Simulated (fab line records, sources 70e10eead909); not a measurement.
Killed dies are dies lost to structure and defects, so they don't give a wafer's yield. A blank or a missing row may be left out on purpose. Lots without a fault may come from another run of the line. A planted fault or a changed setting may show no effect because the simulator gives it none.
Which tool did it? | flow nand_harc | 24 lots, 72 wafers sampled, at 6 steps of a route of 1302

WHAT THE GAUGES READ, wafer by wafer
NHARC_P_ZERO_WELL_CD_MEAS_11: target cd 500 nm. Usual: cd_nm 499.4 nm, standard deviation 2.3.
lot  | measured     | on        | cd_nm (nm)        | flag
L074 | day 1 21:07  | cd_sem-02 | 504.0 500.9 504.0 |
L075 | day 2 07:07  | cd_sem-03 | 501.9 498.2 502.0 |
L076 | day 2 17:14  | cd_sem-03 | 496.2 499.6 495.5 |
L077 | day 3 03:15  | cd_sem-03 | 497.3 501.7 503.1 |
L078 | day 3 13:14  | cd_sem-03 | 497.2 495.9 498.4 |
L079 | day 3 23:24  | cd_sem-03 | 496.9 499.9 497.4 |
L080 | day 4 09:14  | cd_sem-02 | 495.1 500.2 496.9 |
L081 | day 4 19:16  | cd_sem-03 | 497.5 500.3 499.0 |
L082 | day 5 05:07  | cd_sem-01 | 498.2 498.4 498.1 |
L083 | day 5 15:14  | cd_sem-02 | 497.4 498.7 497.2 |
L084 | day 6 01:21  | cd_sem-02 | 501.6 500.9 503.1 |
L085 | day 6 11:14  | cd_sem-03 | 499.7 501.5 502.6 |
L086 | day 6 21:07  | cd_sem-02 | 498.8 496.8 501.1 |
L087 | day 7 07:07  | cd_sem-02 | 497.7 500.8 496.6 |
L088 | day 7 17:14  | cd_sem-03 | 498.9 500.9 498.6 |
L089 | day 8 03:08  | cd_sem-01 | 497.6 496.2 497.6 |
L090 | day 8 13:16  | cd_sem-02 | 498.7 497.2 498.4 |
L091 | day 8 23:14  | cd_sem-02 | 501.9 503.6 499.8 |
L092 | day 9 09:07  | cd_sem-01 | 497.0 501.7 497.1 |
L093 | day 9 19:15  | cd_sem-03 | 500.6 497.8 498.0 |
L094 | day 10 05:14 | cd_sem-03 | 494.4 498.1 499.2 |
L095 | day 10 15:14 | cd_sem-01 | 501.8 500.4 497.5 |
L096 | day 11 01:07 | cd_sem-01 | 498.3 497.7 500.6 |
L097 | day 11 11:07 | cd_sem-01 | 502.3 499.1 502.3 |

NHARC_P_CONTACT_CD_MEAS_19. Usual: cd_nm 90.4 nm, standard deviation 2.2.
lot  | measured     | on        | cd_nm (nm)     | flag
L074 | day 5 18:38  | cd_sem-02 | 86.2 88.4 91.0 |
L075 | day 6 10:19  | cd_sem-03 | 90.9 93.6 90.8 |
L076 | day 6 22:19  | cd_sem-02 | 93.5 92.0 88.9 |
L077 | day 6 23:31  | cd_sem-02 | 91.4 88.4 93.0 |
L078 | day 7 11:28  | cd_sem-03 | 89.3 89.1 92.5 |
L079 | day 7 22:42  | cd_sem-02 | 89.4 87.6 88.7 |
L080 | day 8 09:03  | cd_sem-01 | 89.9 90.9 89.3 |
L081 | day 9 00:58  | cd_sem-01 | 91.4 91.5 88.8 |
L082 | day 9 02:44  | cd_sem-01 | 94.7 90.5 92.7 |
L083 | day 9 20:16  | cd_sem-03 | 90.0 88.4 90.9 |
L084 | day 10 01:00 | cd_sem-03 | 88.6 91.2 88.0 |
L085 | day 10 13:19 | cd_sem-03 | 89.7 90.6 93.1 |
L086 | day 11 05:59 | cd_sem-03 | 89.9 91.4 91.1 |
L087 | day 11 06:07 | cd_sem-01 | 90.2 90.8 91.0 |
L088 | day 12 00:00 | cd_sem-03 | 90.0 91.1 92.3 |
L089 | day 11 22:28 | cd_sem-03 | 90.9 89.5 88.5 |
L090 | day 12 15:44 | cd_sem-02 | 87.1 90.5 90.8 |
L091 | day 12 17:32 | cd_sem-01 | 91.8 92.7 90.4 |
L092 | day 13 10:50 | cd_sem-03 | 88.4 89.0 90.0 |
L093 | day 13 18:29 | cd_sem-01 | 89.2 95.6 90.5 |
L094 | day 14 05:33 | cd_sem-01 | 90.6 91.9 93.9 |
L095 | day 14 12:20 | cd_sem-02 | 88.4 95.1 87.3 |
L096 | day 15 01:34 | cd_sem-01 | 87.4 85.9 87.9 |
L097 | day 15 08:08 | cd_sem-03 | 88.3 91.9 88.6 |

WHICH TOOL RAN EACH LOT (tool, then ch and the chambers of the sampled wafers, then the start)
lot  | NHARC_P_ZERO_WELL_DESCUM_13        | NHARC_P_GATE_HM_DEP_102       | NHARC_P_GATE_DEGAS_109       | NHARC_P_CONTACT_ETCH_35
L074 | rie_diel-05 ch 0,3, day 1 21:17    | acl_dep-01 ch 0, day 4 20:25  | pvd_sputter-03, day 5 15:08  | rie_diel-09 ch 2,3, day 5 17:50
L075 | rie_diel-06 ch 0,1, day 2 07:16    | acl_dep-02 ch 0, day 5 12:04  | pvd_sputter-02, day 6 06:41  | rie_diel-11 ch 0,2, day 6 09:31
L076 | rie_diel-12 ch 0,1,2, day 2 17:23  | acl_dep-01 ch 0, day 5 23:48  | pvd_sputter-02, day 6 18:44  | rie_diel-11 ch 0,2,3, day 6 21:32
L077 | rie_diel-05 ch 0,1,3, day 3 03:24  | acl_dep-02 ch 0, day 6 01:31  | pvd_sputter-01, day 6 20:00  | rie_diel-11 ch 0,1,3, day 6 22:43
L078 | rie_diel-12 ch 1,2,3, day 3 13:25  | acl_dep-03 ch 0, day 6 12:56  | pvd_sputter-02, day 7 07:41  | rie_diel-09 ch 2,3, day 7 10:34
L079 | rie_diel-05 ch 1,3, day 3 23:33    | acl_dep-02 ch 0, day 7 00:20  | pvd_sputter-02, day 7 19:04  | rie_diel-11 ch 0,1,2, day 7 21:56
L080 | rie_diel-12 ch 0,1,2, day 4 09:25  | acl_dep-01 ch 0, day 7 08:32  | pvd_sputter-02, day 8 05:23  | rie_diel-11 ch 1,2, day 8 08:17
L081 | rie_diel-05 ch 1,2,3, day 4 19:26  | acl_dep-01 ch 0, day 8 02:04  | pvd_sputter-01, day 8 21:05  | rie_diel-09 ch 0,1,2, day 9 00:10
L082 | rie_diel-05 ch 1,2,3, day 5 05:16  | acl_dep-01 ch 0, day 8 04:46  | pvd_sputter-03, day 8 23:14  | rie_diel-09 ch 0,1,3, day 9 01:56
L083 | rie_diel-12 ch 0,1, day 5 15:24    | acl_dep-03 ch 0, day 8 21:16  | pvd_sputter-02, day 9 16:32  | rie_diel-09 ch 0,2,3, day 9 19:29
L084 | rie_diel-05 ch 0,3, day 6 01:31    | acl_dep-03 ch 0, day 9 02:52  | pvd_sputter-03, day 9 21:30  | rie_diel-09 ch 2,3, day 10 00:13
L085 | rie_diel-05 ch 1,2,3, day 6 11:25  | acl_dep-02 ch 0, day 9 15:03  | pvd_sputter-02, day 10 09:39 | rie_diel-02 ch 0,1,3, day 10 12:32
L086 | rie_diel-12 ch 0,3, day 6 21:22    | acl_dep-02 ch 0, day 10 07:14 | pvd_sputter-02, day 11 02:08 | rie_diel-11 ch 0,1, day 11 05:04
L087 | rie_diel-06 ch 1,3, day 7 07:17    | acl_dep-03 ch 0, day 10 07:08 | pvd_sputter-03, day 11 02:27 | rie_diel-09 ch 0,1,3, day 11 05:20
L088 | rie_diel-12 ch 0,2, day 7 17:24    | acl_dep-01 ch 0, day 11 00:34 | pvd_sputter-03, day 11 20:10 | rie_diel-09 ch 0,2,3, day 11 23:13
L089 | rie_diel-05 ch 1,2, day 8 03:34    | acl_dep-01 ch 0, day 11 00:08 | pvd_sputter-03, day 11 18:45 | rie_diel-09 ch 0,3, day 11 21:41
L090 | rie_diel-06 ch 0,1,3, day 8 13:25  | acl_dep-03 ch 0, day 11 16:59 | pvd_sputter-03, day 12 11:42 | rie_diel-11 ch 0,2,3, day 12 14:57
L091 | rie_diel-06 ch 0,3, day 8 23:23    | acl_dep-02 ch 0, day 11 19:14 | pvd_sputter-02, day 12 13:55 | rie_diel-02 ch 0,2, day 12 16:45
L092 | rie_diel-06 ch 1,2,3, day 9 09:16  | acl_dep-03 ch 0, day 12 12:27 | pvd_sputter-01, day 13 06:59 | rie_diel-09 ch 0,1,2, day 13 10:04
L093 | rie_diel-12 ch 0,1,2, day 9 19:56  | acl_dep-02 ch 0, day 12 19:29 | pvd_sputter-02, day 13 14:49 | rie_diel-09 ch 0,1, day 13 17:43
L094 | rie_diel-12 ch 2,3, day 10 05:23   | acl_dep-01 ch 0, day 13 07:17 | pvd_sputter-02, day 14 01:55 | rie_diel-09 ch 0,1,3, day 14 04:47
L095 | rie_diel-06 ch 1,2, day 10 15:26   | acl_dep-02 ch 0, day 13 13:32 | pvd_sputter-02, day 14 08:21 | rie_diel-02 ch 0,1, day 14 11:04
L096 | rie_diel-05 ch 0,2,3, day 11 01:16 | acl_dep-01 ch 0, day 14 03:19 | pvd_sputter-03, day 14 21:55 | rie_diel-11 ch 0,2, day 15 00:46
L097 | rie_diel-06 ch 0,1, day 11 11:16   | acl_dep-01 ch 0, day 14 10:11 | pvd_sputter-01, day 15 04:30 | rie_diel-02 ch 0,2,3, day 15 07:21
- NHARC_P_ZERO_WELL_DESCUM_13: chemistry O2, time 3 s.
- NHARC_P_GATE_HM_DEP_102: deposits aC, target thk 120 nm.
- NHARC_P_GATE_DEGAS_109: time 60 s.
- NHARC_P_CONTACT_ETCH_35: etches the open film in CF4, target depth 39 nm, time 65 s.

WHAT THE TOOLS THEMSELVES READ (means of the sampled wafers that have a number; where no wafer has one, the mark that the record gives instead)
NHARC_P_ZERO_WELL_DESCUM_13. Usual: drypump_motor_current_A 5.7 A, standard deviation 0.37; oes_product_au 1.006 a.u., standard deviation 0.011; rf_vpp_V 57.8 V, standard deviation 0.86; showerhead_plenum_p_Torr 1.93 Torr, standard deviation 0.073; throttle_valve_pct 11.311 %, standard deviation 0.0094.
lot  | tool        | drypump_motor_current_A (A) | oes_product_au (a.u.) | rf_vpp_V (V) | showerhead_plenum_p_Torr (Torr) | throttle_valve_pct (%) | flag
L074 | rie_diel-05 | 5.5                         | 1.007                 | 58.9         | 1.92                            | 11.310                 |
L075 | rie_diel-06 | 6.0                         | 1.004                 | 57.3         | 1.93                            | 11.313                 |
L076 | rie_diel-12 | 5.9                         | 1.002                 | 57.6         | 1.97                            | 11.315                 |
L077 | rie_diel-05 | 5.8                         | 1.005                 | 57.3         | 1.86                            | 11.313                 |
L078 | rie_diel-12 | 5.6                         | 1.012                 | 58.7         | 1.97                            | 11.308                 |
L079 | rie_diel-05 | 5.8                         | 1.015                 | 58.3         | 1.98                            | 11.308                 |
L080 | rie_diel-12 | 5.9                         | 1.018                 | 59.1         | 1.97                            | 11.310                 |
L081 | rie_diel-05 | 5.8                         | 1.006                 | 58.7         | 1.92                            | 11.313                 |
L082 | rie_diel-05 | 5.8                         | 1.009                 | 57.7         | 1.92                            | 11.320                 |
L083 | rie_diel-12 | 6.1                         | 1.005                 | 57.5         | 1.94                            | 11.314                 |
L084 | rie_diel-05 | 5.6                         | 1.008                 | 57.7         | 1.91                            | 11.304                 |
L085 | rie_diel-05 | 5.8                         | 1.002                 | 57.3         | 1.92                            | 11.310                 |
L086 | rie_diel-12 | 5.7                         | 0.999                 | 57.5         | 1.96                            | 11.309                 |
L087 | rie_diel-06 | 5.4                         | 1.007                 | 58.1         | 1.91                            | 11.313                 |
L088 | rie_diel-12 | 5.8                         | 1.004                 | 58.8         | 1.97                            | 11.307                 |
L089 | rie_diel-05 | 5.9                         | 1.011                 | 56.6         | 1.86                            | 11.312                 |
L090 | rie_diel-06 | 5.7                         | 0.999                 | 57.6         | 1.92                            | 11.303                 |
L091 | rie_diel-06 | 5.5                         | 0.996                 | 57.5         | 1.93                            | 11.301                 |
L092 | rie_diel-06 | 5.5                         | 1.006                 | 57.8         | 1.93                            | 11.316                 |
L093 | rie_diel-12 | 5.9                         | 1.007                 | 57.5         | 1.95                            | 11.309                 |
L094 | rie_diel-12 | 5.2                         | 0.992                 | 57.8         | 1.97                            | 11.309                 |
L095 | rie_diel-06 | 5.5                         | 1.001                 | 57.5         | 1.94                            | 11.319                 |
L096 | rie_diel-05 | 5.6                         | 1.015                 | 59.4         | 1.95                            | 11.305                 |
L097 | rie_diel-06 | 6.0                         | 0.996                 | 57.9         | 1.92                            | 11.303                 |

NHARC_P_GATE_HM_DEP_102. Usual: throttle_valve_pct 35.001 %, standard deviation 0.009.
lot  | tool       | throttle_valve_pct (%) | flag
L074 | acl_dep-01 | 35.003                 |
L075 | acl_dep-02 | 35.003                 |
L076 | acl_dep-01 | 35.002                 |
L077 | acl_dep-02 | 35.000                 |
L078 | acl_dep-03 | 34.996                 |
L079 | acl_dep-02 | 35.001                 |
L080 | acl_dep-01 | 35.001                 |
L081 | acl_dep-01 | 35.003                 |
L082 | acl_dep-01 | 34.994                 |
L083 | acl_dep-03 | 35.006                 |
L084 | acl_dep-03 | 34.992                 |
L085 | acl_dep-02 | 35.002                 |
L086 | acl_dep-02 | 35.008                 |
L087 | acl_dep-03 | 34.999                 |
L088 | acl_dep-01 | 35.004                 |
L089 | acl_dep-01 | 35.000                 |
L090 | acl_dep-03 | 35.002                 |
L091 | acl_dep-02 | 35.001                 |
L092 | acl_dep-03 | 35.001                 |
L093 | acl_dep-02 | 35.000                 |
L094 | acl_dep-01 | 35.006                 |
L095 | acl_dep-02 | 35.006                 |
L096 | acl_dep-01 | 34.994                 |
L097 | acl_dep-01 | 34.998                 |

NHARC_P_GATE_DEGAS_109. Usual: heater_power_w 467 W, standard deviation 45.
lot  | tool           | heater_power_w (W) | flag
L074 | pvd_sputter-03 | 419                |
L075 | pvd_sputter-02 | 515                |
L076 | pvd_sputter-02 | 484                |
L077 | pvd_sputter-01 | 459                |
L078 | pvd_sputter-02 | 476                |
L079 | pvd_sputter-02 | 470                |
L080 | pvd_sputter-02 | 493                |
L081 | pvd_sputter-01 | 462                |
L082 | pvd_sputter-03 | 454                |
L083 | pvd_sputter-02 | 472                |
L084 | pvd_sputter-03 | 388                |
L085 | pvd_sputter-02 | 459                |
L086 | pvd_sputter-02 | 513                |
L087 | pvd_sputter-03 | 418                |
L088 | pvd_sputter-03 | 424                |
L089 | pvd_sputter-03 | 450                |
L090 | pvd_sputter-03 | 456                |
L091 | pvd_sputter-02 | 468                |
L092 | pvd_sputter-01 | 461                |
L093 | pvd_sputter-02 | 474                |
L094 | pvd_sputter-02 | 481                |
L095 | pvd_sputter-02 | 485                |
L096 | pvd_sputter-03 | 417                |
L097 | pvd_sputter-01 | 462                |

NHARC_P_CONTACT_ETCH_35. Usual: drypump_motor_current_A 5.6 A, standard deviation 0.38; oes_product_au 1.002 a.u., standard deviation 0.012; rf_vpp_V 151.5 V, standard deviation 1.3; showerhead_plenum_p_Torr 1.79 Torr, standard deviation 0.072; throttle_valve_pct 13.282 %, standard deviation 0.0094.
lot  | tool        | drypump_motor_current_A (A) | oes_product_au (a.u.) | rf_vpp_V (V) | showerhead_plenum_p_Torr (Torr) | throttle_valve_pct (%) | flag
L074 | rie_diel-09 | 5.5                         | 0.994                 | 151.8        | 1.82                            | 13.277                 |
L075 | rie_diel-11 | 5.7                         | 1.014                 | 152.9        | 1.85                            | 13.273                 |
L076 | rie_diel-11 | 5.9                         | 1.014                 | 153.0        | 1.84                            | 13.288                 |
L077 | rie_diel-11 | 5.7                         | 1.010                 | 152.0        | 1.82                            | 13.285                 |
L078 | rie_diel-09 | 5.8                         | 0.997                 | 151.1        | 1.76                            | 13.278                 |
L079 | rie_diel-11 | 5.6                         | 1.013                 | 152.6        | 1.82                            | 13.281                 |
L080 | rie_diel-11 | 5.2                         | 1.007                 | 151.8        | 1.78                            | 13.281                 |
L081 | rie_diel-09 | 5.6                         | 1.007                 | 150.1        | 1.73                            | 13.275                 |
L082 | rie_diel-09 | 5.3                         | 1.000                 | 151.8        | 1.80                            | 13.282                 |
L083 | rie_diel-09 | 5.6                         | 0.994                 | 151.5        | 1.76                            | 13.273                 |
L084 | rie_diel-09 | 5.5                         | 0.999                 | 151.9        | 1.82                            | 13.277                 |
L085 | rie_diel-02 | 5.8                         | 1.000                 | 151.8        | 1.80                            | 13.284                 |
L086 | rie_diel-11 | 5.4                         | 1.003                 | 151.5        | 1.80                            | 13.288                 |
L087 | rie_diel-09 | 5.3                         | 1.006                 | 152.2        | 1.80                            | 13.283                 |
L088 | rie_diel-09 | 5.6                         | 1.004                 | 151.2        | 1.76                            | 13.293                 |
L089 | rie_diel-09 | 5.5                         | 0.997                 | 151.6        | 1.76                            | 13.276                 |
L090 | rie_diel-11 | 5.8                         | 1.011                 | 152.2        | 1.84                            | 13.288                 |
L091 | rie_diel-02 | 5.6                         | 1.004                 | 151.0        | 1.76                            | 13.288                 |
L092 | rie_diel-09 | 5.5                         | 1.005                 | 150.1        | 1.73                            | 13.274                 |
L093 | rie_diel-09 | 5.4                         | 0.996                 | 150.8        | 1.74                            | 13.273                 |
L094 | rie_diel-09 | 5.3                         | 0.997                 | 150.3        | 1.80                            | 13.290                 |
L095 | rie_diel-02 | 5.6                         | 0.990                 | 151.1        | 1.81                            | 13.280                 |
L096 | rie_diel-11 | 5.7                         | 1.011                 | 151.5        | 1.84                            | 13.285                 |
L097 | rie_diel-02 | 5.8                         | 0.994                 | 152.2        | 1.80                            | 13.282                 |

THE ANSWER, worked out from the rows above alone
Rule: a lot is off if the mean of its wafers that have a number lies more than 3 standard deviations from the usual mean. A lot without any number at a reading at which 4 lots or more have one is off too. The other lots that the step has rows for count as sound. The gauges are gone through in route order, then the tools' own readings, and for those a lot's mean is taken as printed above. The first step at which some lot is off is used, and at that step the reading that is off furthest; a lot without a number counts as furthest.
No lot is off at any reading shown: from this, nothing can be told.

WHAT THE SIMULATOR HAD PUT IN
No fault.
